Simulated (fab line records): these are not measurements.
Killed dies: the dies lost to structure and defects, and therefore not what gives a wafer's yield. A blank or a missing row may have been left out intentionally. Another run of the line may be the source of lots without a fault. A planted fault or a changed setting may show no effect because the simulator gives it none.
Which tool was responsible? :: flow nand_harc :: route of 1159 steps, sampled at 1 step: 12 lots, 36 wafers

== WHAT THE GAUGES SHOWED, per wafer ==
NHARC_P_M0_OVL_MEAS_10: pitch 180 nm.
lot: L076
measured: day 6 12:49
on: overlay-01
overlay_x_nm (nm): 0.1 0.3 -0.1

lot: L078
measured: day 6 15:14
on: overlay-01
overlay_x_nm (nm): 0.3 0.2 0.2

lot: L079
measured: day 7 03:04
on: overlay-01
overlay_x_nm (nm): 0.6 0.7 0.7

lot: L081
measured: day 7 15:55
on: overlay-01
overlay_x_nm (nm): -1.0 -0.5 -1.4

lot: L083
measured: day 7 20:41
on: overlay-02
overlay_x_nm (nm): -1.0 -0.1 -0.3

lot: L088
measured: day 9 01:55
on: overlay-02
overlay_x_nm (nm): 0.7 0.7 1.4

lot: L086
measured: day 9 03:08
on: overlay-01
overlay_x_nm (nm): 0.1 0.3 0.3

lot: L089
measured: day 9 20:37
on: overlay-02
overlay_x_nm (nm): 1.4 1.6 1.7

lot: L091
measured: day 10 00:22
on: overlay-01
overlay_x_nm (nm): -0.6 -1.2 -0.8

lot: L092
measured: day 10 11:55
on: overlay-01
overlay_x_nm (nm): -1.4 -0.9 -0.9

lot: L094
measured: day 10 23:56
on: overlay-01
overlay_x_nm (nm): -1.6 -1.1 -1.4

lot: L097
measured: day 11 18:05
on: overlay-01
overlay_x_nm (nm): 0.0 0.5 0.4

== WHAT TOOL EACH LOT RAN ON (gives the tool, then ch and the chambers of the sampled wafers, and finally the start) ==
No process step before these readings appears in the record.

== THE ANSWER, worked out from the rows above alone ==
Rule: the usual values come from the lots themselves. Put in order of their means at a reading, lots are off if they are a third of the lots or fewer, leave a main group of 4 or more, and stand apart from it by a gap of 3 or more times the standard deviation of the main group's means; of several such gaps the widest counts. If all means in a main group match to the digits the tables above print for the reading, that group is not used. A lot without any number at a reading at which 4 lots or more have one is off too. The other lots that the step has rows for count as sound.
None of the lots is off at any reading shown; this tells nothing.

== WHAT THE SIMULATOR HAD INSERTED ==
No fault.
